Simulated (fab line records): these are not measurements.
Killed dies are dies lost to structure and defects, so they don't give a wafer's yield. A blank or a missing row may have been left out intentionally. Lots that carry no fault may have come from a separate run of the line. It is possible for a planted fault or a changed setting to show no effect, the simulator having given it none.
fab line records	flow nandHarc
record lots=13	wafers=39	lastDay=33
route steps=1302 shown A_BONDPAD@1202 END@1302
lots untouched by any fault: they come from a run of this same line in which no faults occurred
startH: the number of hours between the record's first day and the start of the first shown wafer of the lot	waitH: hours elapsed since this lot's preceding step	" the same as in the row above	L1.1+2: a row that stands for several wafers	- no value present, or no start provided	* or withheld: withheld	< > ~ a bound
route shown NAME@n: a module of which the file shows steps, and the number in the route of the first	usual: mean/standard deviation taken from wafers without a fault	same: alike in all rows	chamber/n: place in a boat	sites: per-site readings	_std_site: standard deviation of those values	_edge_site: inner sites' mean taken away from outer sites' mean	radiusMm: how far each site lies from the wafer's centre	mask NAME#n: copy n	behind: the tool/chamber that last shaped the wafer	hold: why the lot was held/for how many hours/how that ended	device: transistor that didn't switch, given as n, p or np	end of line: at the end of the route, the tests of the same wafers	a step with no rows: only its recipe	killed: at the first sort, the dies lost to defects and structure; wafer yield is something else	map: dies across one wafer; x = killed, . = not, _ = none there
set.NAME: the setting as run; set.NAME@STEP: as run at that earlier step	model.NAME: the simulator's own value behind a step, which no gauge read
steps of the route over a sample of lots; a table a step, a row a wafer
services: a tool's chamber out of use, with start hour (startH, from the record's first day; less than 0 if before it), hours out, and reason
## steps
# step NHARC_A_BONDPAD_DEP_00
# recipe targetThkA=2500	tempC=370	targetThkNm=250	pressureTorr=3	flowSccm=200	rfW=450	material=SiCN
# usual heaterPowerW=620/57
lot.wafer	tool	chamber	startH	waitH	heaterPowerW
L551.1	pecvd-02	1	549.69	-	604
L551.2	"	2	"	"	671
L551.4	"	2	"	"	678
L553.1	pecvd-02	0	556.61	-	615
L553.3	"	1	"	"	676
L553.5	"	1	"	"	542
L554.1	pecvd-01	0	563.85	-	641
L554.4	"	1	"	"	609
L554.5	"	0	"	"	631
L555.1	pecvd-01	1	585.38	-	570
L555.2	"	0	"	"	559
L555.6	"	1	"	"	595
L556.3	pecvd-03	0	-	-	602
L556.2	"	2	"	"	567
L556.6	"	1	"	"	498
L558.3	pecvd-01	0	-	-	657
L558.1	"	1	"	"	580
L558.4	"	1	"	"	604
L562.2	pecvd-03	1	658.05	-	612
L562.4	"	0	"	"	580
L562.5	"	1	"	"	605
L563.3	pecvd-03	2	-	-	502
L563.1	"	0	"	"	512
L563.5	"	1	"	"	598
L565.3	pecvd-01	2	700.51	-	726
L565.1	"	0	"	"	615
L565.4	"	2	"	"	713
L566.1	pecvd-01	0	711.03	-	614
L566.2	"	1	"	"	638
L566.6	"	1	"	"	628
L568.1	pecvd-02	0	728.20	-	577
L568.2	"	1	"	"	542
L568.6	"	1	"	"	564
L570.3	pecvd-02	0	733.40	-	667
L570.5	"	0	"	"	679
L570.6	"	2	"	"	644
L572.3	pecvd-01	2	759.77	-	716
L572.6	"	2	"	"	722
L572.4	"	0	"	"	551
# step NHARC_A_BONDPAD_CMP_29
# recipe targetThkNm=200	material=SiCN
# usual motorCurrentA=12.4/1.3	slurryFlowMlMin=150.0/0.46
lot.wafer	tool	chamber	startH	waitH	motorCurrentA	slurryFlowMlMin
L551.1	cmp-02	2	550.10	-	10.6	150.3
L551.4	"	3	"	"	13.3	149.7
L551.2	"	1	"	"	12.5	150.7
L553.3	cmp-04	1	557.06	-	13.6	149.8
L553.1	"	2	"	"	12.6	150.0
L553.5	"	0	"	"	15.5	149.9
L554.1	cmp-02	0	564.16	-	10.8	149.4
L554.4	"	3	"	"	13.3	150.2
L554.5	"	0	"	"	11.1	150.4
L555.2	cmp-04	0	585.78	-	15.1	149.9
L555.1	"	3	"	"	14.2	149.5
L555.6	"	0	"	"	15.1	150.1
L556.3	cmp-04	3	610.63	-	13.7	149.7
L556.2	"	0	"	"	15.5	150.8
L556.6	"	2	"	"	12.3	149.8
L558.3	cmp-02	3	649.92	-	13.2	149.8
L558.4	"	0	"	"	11.1	149.9
L558.1	"	1	"	"	12.4	149.6
L562.2	cmp-03	1	658.37	-	11.6	149.9
L562.4	"	3	"	"	11.4	150.8
L562.5	"	2	"	"	11.9	149.8
L563.1	cmp-02	2	666.99	-	10.9	150.2
L563.3	"	3	"	"	13.9	150.4
L563.5	"	3	"	"	13.7	150.6
L565.1	cmp-02	0	700.87	-	10.8	150.3
L565.3	"	1	"	"	12.2	149.4
L565.4	"	2	"	"	11.2	149.8
L566.2	cmp-04	3	711.40	-	14.2	150.4
L566.1	"	1	"	"	13.2	149.9
L566.6	"	3	"	"	14.1	150.5
L568.2	cmp-02	3	728.58	-	14.0	150.4
L568.1	"	0	"	"	10.0	149.8
L568.6	"	2	"	"	10.8	150.4
L570.3	cmp-03	2	733.81	-	12.4	149.8
L570.5	"	2	"	"	12.3	149.9
L570.6	"	3	"	"	10.8	150.1
L572.3	cmp-02	2	760.16	-	11.2	150.3
L572.4	"	3	"	"	13.4	149.8
L572.6	"	2	"	"	11.1	149.9
# step NHARC_A_BONDPAD_EXPOSE_06
# recipe na=0.55	doseMj=36.99	maskId=A_BPAD
# usual exposureDoseMJCm2=36.94/0.033	focusOffsetNm=0.0/0.46
lot.wafer	tool	chamber	startH	waitH	mask	exposureDoseMJCm2	focusOffsetNm
L551.1	krfScanner-02	0	550.78	-	A_BPAD#0	36.90	0.1
L551.2	"	0	"	"	A_BPAD#0	36.94	0.0
L551.4	"	0	"	"	A_BPAD#0	36.92	0.0
L553.1	krfScanner-03	0	557.67	-	A_BPAD#0	36.93	0.0
L553.3	"	0	"	"	A_BPAD#0	36.94	-0.2
L553.5	"	0	"	"	A_BPAD#0	36.97	-0.2
L554.1	krfScanner-02	0	564.70	-	A_BPAD#0	36.97	-0.9
L554.4	"	0	"	"	A_BPAD#0	36.91	-0.7
L554.5	"	0	"	"	A_BPAD#0	36.93	-0.4
L555.1	krfScanner-04	0	586.44	-	A_BPAD#0	37.01	0.4
L555.2	"	0	"	"	A_BPAD#0	36.96	0.3
L555.6	"	0	"	"	A_BPAD#0	36.93	0.5
L556.2	krfScanner-04	0	611.16	-	A_BPAD#0	36.97	0.6
L556.3	"	0	"	"	A_BPAD#0	36.93	0.7
L556.6	"	0	"	"	A_BPAD#0	36.93	0.2
L558.1	krfScanner-02	0	650.44	-	A_BPAD#0	54.07	-0.7
L558.3	"	0	"	"	A_BPAD#0	54.03	0.1
L558.4	"	0	"	"	A_BPAD#0	54.03	0.1
L562.2	krfScanner-02	0	659.04	-	A_BPAD#0	50.58	-0.2
L562.4	"	0	"	"	A_BPAD#0	50.63	0.3
L562.5	"	0	"	"	A_BPAD#0	50.62	1.2
L563.1	krfScanner-02	0	667.53	-	A_BPAD#0	50.40	0.4
L563.3	"	0	"	"	A_BPAD#0	50.40	0.3
L563.5	"	0	"	"	A_BPAD#0	50.41	-0.9
L565.1	krfScanner-02	0	701.54	-	A_BPAD#0	50.47	0.0
L565.3	"	0	"	"	A_BPAD#0	50.43	0.1
L565.4	"	0	"	"	A_BPAD#0	50.43	0.6
L566.1	krfScanner-04	0	711.93	-	A_BPAD#0	36.94	0.3
L566.2	"	0	"	"	A_BPAD#0	37.01	-0.1
L566.6	"	0	"	"	A_BPAD#0	36.98	-0.1
L568.1	krfScanner-03	0	729.22	-	A_BPAD#0	36.96	-0.4
L568.2	"	0	"	"	A_BPAD#0	36.94	0.3
L568.6	"	0	"	"	A_BPAD#0	36.94	-0.3
L570.3	krfScanner-04	0	734.48	-	A_BPAD#0	36.97	0.2
L570.5	"	0	"	"	A_BPAD#0	36.97	0.1
L570.6	"	0	"	"	A_BPAD#0	36.93	0.6
L572.3	krfScanner-04	0	760.81	-	A_BPAD#0	36.96	0.2
L572.4	"	0	"	"	A_BPAD#0	36.91	-0.1
L572.6	"	0	"	"	A_BPAD#0	36.93	-0.3
# step NHARC_A_BONDPAD_CD_MEAS_09
# recipe targetCdNm=500	landingEnergyEv=500
# usual cdNm=501.4/2.8
lot.wafer	tool	chamber	startH	waitH	cdNm
L551.1	cdSem-03	0	550.93	-	503.6
L551.2	"	0	"	"	501.7
L551.4	"	0	"	"	499.2
L553.1	cdSem-03	0	557.83	-	495.8
L553.3	"	0	"	"	496.1
L553.5	"	0	"	"	498.8
L554.1	cdSem-02	0	564.85	-	502.9
L554.4	"	0	"	"	502.0
L554.5	"	0	"	"	502.5
L555.1	cdSem-03	0	586.60	-	499.2
L555.2	"	0	"	"	503.0
L555.6	"	0	"	"	505.0
L556.2	cdSem-03	0	611.31	-	501.3
L556.3	"	0	"	"	501.6
L556.6	"	0	"	"	504.7
L558.1	cdSem-03	0	650.59	-	516.3
L558.3	"	0	"	"	516.2
L558.4	"	0	"	"	512.9
L562.2	cdSem-02	0	659.19	-	513.4
L562.4	"	0	"	"	509.5
L562.5	"	0	"	"	512.3
L563.1	cdSem-03	0	667.68	-	510.6
L563.3	"	0	"	"	514.9
L563.5	"	0	"	"	510.5
L565.1	cdSem-01	0	701.69	-	517.1
L565.3	"	0	"	"	516.1
L565.4	"	0	"	"	510.9
L566.1	cdSem-01	0	712.09	-	500.8
L566.2	"	0	"	"	503.4
L566.6	"	0	"	"	506.8
L568.1	cdSem-03	0	729.37	-	501.2
L568.2	"	0	"	"	505.3
L568.6	"	0	"	"	500.2
L570.3	cdSem-02	0	734.63	-	498.1
L570.5	"	0	"	"	505.3
L570.6	"	0	"	"	497.0
L572.3	cdSem-02	0	760.96	-	502.5
L572.4	"	0	"	"	502.1
L572.6	"	0	"	"	497.4
# step NHARC_A_BONDPAD_OVL_MEAS_35
# usual overlayXNm=2/6.4	overlayYNm=1/5.4
lot.wafer	tool	chamber	startH	waitH	overlayXNm	overlayYNm
L551.1	overlay-01	-	551.01	-	-9	1
L551.2	"	-	"	"	-8	1
L551.4	"	-	"	"	-8	1
L553.1	overlay-02	-	557.91	-	-4	-8
L553.3	"	-	"	"	-5	-8
L553.5	"	-	"	"	-5	-8
L554.1	overlay-02	-	564.94	-	8	8
L554.4	"	-	"	"	8	8
L554.5	"	-	"	"	8	8
L555.1	overlay-02	-	586.68	-	16	1
L555.2	"	-	"	"	15	1
L555.6	"	-	"	"	15	1
L556.2	overlay-01	-	611.39	-	11	-1
L556.3	"	-	"	"	11	0
L556.6	"	-	"	"	11	0
L558.1	overlay-02	-	650.68	-	3	4
L558.3	"	-	"	"	3	5
L558.4	"	-	"	"	3	5
L562.2	overlay-02	-	659.27	-	-2	3
L562.4	"	-	"	"	-2	2
L562.5	"	-	"	"	-2	2
L563.1	overlay-02	-	667.78	-	1	-7
L563.3	"	-	"	"	1	-7
L563.5	"	-	"	"	1	-7
L565.1	overlay-01	-	701.78	-	4	9
L565.3	"	-	"	"	4	10
L565.4	"	-	"	"	4	10
L566.1	overlay-02	-	712.17	-	3	4
L566.2	"	-	"	"	3	3
L566.6	"	-	"	"	3	4
L568.1	overlay-02	-	729.46	-	8	2
L568.2	"	-	"	"	8	2
L568.6	"	-	"	"	8	3
L570.3	overlay-02	-	734.71	-	-5	1
L570.5	"	-	"	"	-5	1
L570.6	"	-	"	"	-4	1
L572.3	overlay-02	-	761.06	-	6	-3
L572.4	"	-	"	"	5	-3
L572.6	"	-	"	"	5	-2
# step NHARC_END_SORT_01
# recipe tempC=25
# usual defectLimitedYield=91.3/3	killedAtArray=54/20	killedAtOther=0.7/0.94	killedAtPeriphery=3.8/2.7	killedDies=59/20	killedOpen=3.5/1.9	killedShort=2.5/1.6
# same grossDies=677
lot.wafer	tool	chamber	startH	waitH	defectLimitedYield[%]	killedAtArray	killedAtOther	killedAtPeriphery	killedDies	killedOpen	killedShort
L558.1	prober-01	0	681.74	2.5	91.7	50	0	6	56	1	1
L558.3	prober-01	0	683.35	3.1	91.4	49	0	9	58	5	1
L558.4	prober-01	0	684.15	3.4	92.8	45	0	4	49	3	2
# killed by level:class
L558.1 A_CHANNEL_HOLE_D1:chamberFilmFlake=28 A_CHANNEL_HOLE_D2:chamberFilmFlake=10 A_CONTACT:chamberFilmFlake=5 P_M0:chamberFilmFlake=4 A_CHANNEL_FILL_D1:chamberFilmFlake=2 A_SLIT:chamberFilmFlake=2 P_M0:geometricParticle:open=1 A_ONON_D2:geometricParticle:short=1
L558.3 A_CHANNEL_HOLE_D1:chamberFilmFlake=25 A_CHANNEL_HOLE_D2:chamberFilmFlake=13 P_M0:chamberFilmFlake=4 A_SLIT:chamberFilmFlake=3 P_GATE:chamberFilmFlake=2 A_CHANNEL_FILL_D1:chamberFilmFlake=2 A_CONTACT:chamberFilmFlake=2 P_M0:geometricParticle:open=1
L558.4 A_CHANNEL_HOLE_D2:chamberFilmFlake=16 A_CHANNEL_HOLE_D1:chamberFilmFlake=14 A_CONTACT:chamberFilmFlake=7 A_SLIT:chamberFilmFlake=3 P_M0:geometricParticle:short=1 P_M2:geometricParticle:open=1 A_ONON_D2:geometricParticle:short=1 A_CHANNEL_FILL_D2:geometricParticle:open=1
## services
tool	chamber	startH	hours	kind
cmp-02	-	526.58	4.0	pm
krfScanner-04	-	528.94	4.0	pm
cmp-04	-	568.43	4.3	repair
krfScanner-04	-	574.95	0.6	repair
cmp-02	-	583.34	1.2	repair
cmp-02	-	584.92	15.4	repair
pecvd-02	-	589.38	13.0	pm
cmp-04	-	600.45	2.0	repair
cmp-04	-	602.49	4.0	pm
krfScanner-04	-	602.76	0.8	repair
pecvd-01	-	608.61	1.6	repair
krfScanner-02	-	610.00	4.0	pm
cmp-04	-	619.45	3.6	repair
cmp-02	-	624.58	4.0	pm
pecvd-02	-	648.22	0.3	repair
krfScanner-04	-	650.31	0.2	repair
cmp-04	-	668.32	0.8	repair
pecvd-01	-	673.51	13.0	pm
krfScanner-04	-	692.60	0.7	repair
krfScanner-04	-	700.94	4.0	pm
cmp-02	-	701.78	1.2	repair
krfScanner-02	-	711.59	1.1	repair
cmp-02	-	722.58	4.0	pm
cmp-02	-	753.19	2.1	repair
## key
firstSign step=NHARC_A_BONDPAD_EXPOSE_06	reading=exposureDoseMJCm2	direction=up	sigmas=99+	usual=36.94	struck=51.38
effect step=NHARC_A_BONDPAD_CD_MEAS_09	reading=cdNm	direction=up	sigmas=4.3	usual=501.4	struck=513.4	through=controlLoop
metAt NHARC_A_BONDPAD_EXPOSE_06
struckLots L558,L562,L563,L565
loopTrim step=NHARC_A_BONDPAD_EXPOSE_06	setting=dose	lots=L562,L563,L565
notActingAt NHARC_A_BONDPAD_DEP_00,NHARC_A_BONDPAD_CMP_29,NHARC_A_BONDPAD_OVL_MEAS_35
onsetBetween 564.70 650.44
fault kind=processParameterDrift	tool=krfScanner-02	chamber=-	onsetH=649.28	steps=NHARC_A_BONDPAD_EXPOSE_06	channel=doseMj	offset=17.11	shape=step	actsIn=theseRecipesOnly	stated=36.99
# loopTrim: a control loop set the setting to another value than it would have without faults
